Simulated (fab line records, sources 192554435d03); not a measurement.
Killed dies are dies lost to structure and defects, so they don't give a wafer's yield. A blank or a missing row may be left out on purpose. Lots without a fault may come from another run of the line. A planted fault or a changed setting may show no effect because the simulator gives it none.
Which tool did it? | flow n5_finfet | 11 lots, 33 wafers sampled, at 2 steps of a route of 1938

WHAT THE GAUGES READ, wafer by wafer
N5_BEOL_M8_THK_MEAS_01.
lot  | measured     | on            | M8_ILD_THK (nm)
L075 | day 11 13:16 | film_metro-02 | 159.8 157.7 155.6
L076 | day 11 18:25 | film_metro-01 | 157.8 162.7 158.8
L079 | day 12 05:39 | film_metro-02 | 155.5 154.1 160.6
L082 | day 12 17:52 | film_metro-02 | 152.1 155.3 159.8
L081 | day 13 05:29 | film_metro-02 | 154.8 153.8 154.6
L085 | day 13 17:36 | film_metro-02 | 152.1 153.9 156.3
L087 | day 14 12:29 | film_metro-02 | 154.8 152.7 156.3
L086 | day 14 22:17 | film_metro-02 | 155.7 156.6 160.5
L093 | day 15 13:55 | film_metro-01 | 156.0 157.0 157.2
L094 | day 16 06:20 | film_metro-02 | 158.7 158.5 155.6
L097 | day 17 01:19 | film_metro-01 | 152.6 154.6 156.2

WHICH TOOL RAN EACH LOT (tool, then ch and the chambers of the sampled wafers, then the start)
lot  | N5_BEOL_M8_ILD_DEP_00
L075 | pecvd-04 ch 0,1,2, day 11 12:41
L076 | pecvd-04 ch 0,2, day 11 17:19
L079 | pecvd-04 ch 0,1,2, day 12 05:04
L082 | pecvd-04 ch 1,2, day 12 16:48
L081 | pecvd-03 ch 0,2, day 13 04:55
L085 | pecvd-03 ch 0,1, day 13 17:01
L087 | pecvd-03 ch 1,2, day 14 11:53
L086 | pecvd-03 ch 2, day 14 21:38
L093 | pecvd-04 ch 0,1, day 15 12:52
L094 | pecvd-03 ch 0,1,2, day 16 05:47
L097 | pecvd-03 ch 0,2, day 17 00:45
- N5_BEOL_M8_ILD_DEP_00: deposits SiCOH lowk from DEMS/porogen, target thk 179.75 nm, time 33.4 s.

THE ANSWER, worked out from the rows above alone
Rule: what is usual is taken from the lots themselves. Put in order of their means at a reading, lots are off if they are a third of the lots or fewer, leave a main group of 4 or more, and stand apart from it by a gap of 3 or more times the standard deviation of the main group's means; of several such gaps the widest counts. A main group whose means are all the same, to the digits that the tables above print for the reading, isn't used. A lot without any number at a reading at which 4 lots or more have one is off too. The other lots that the step has rows for count as sound.
No lot is off at any reading shown: from this, nothing can be told.

WHAT THE SIMULATOR HAD PUT IN
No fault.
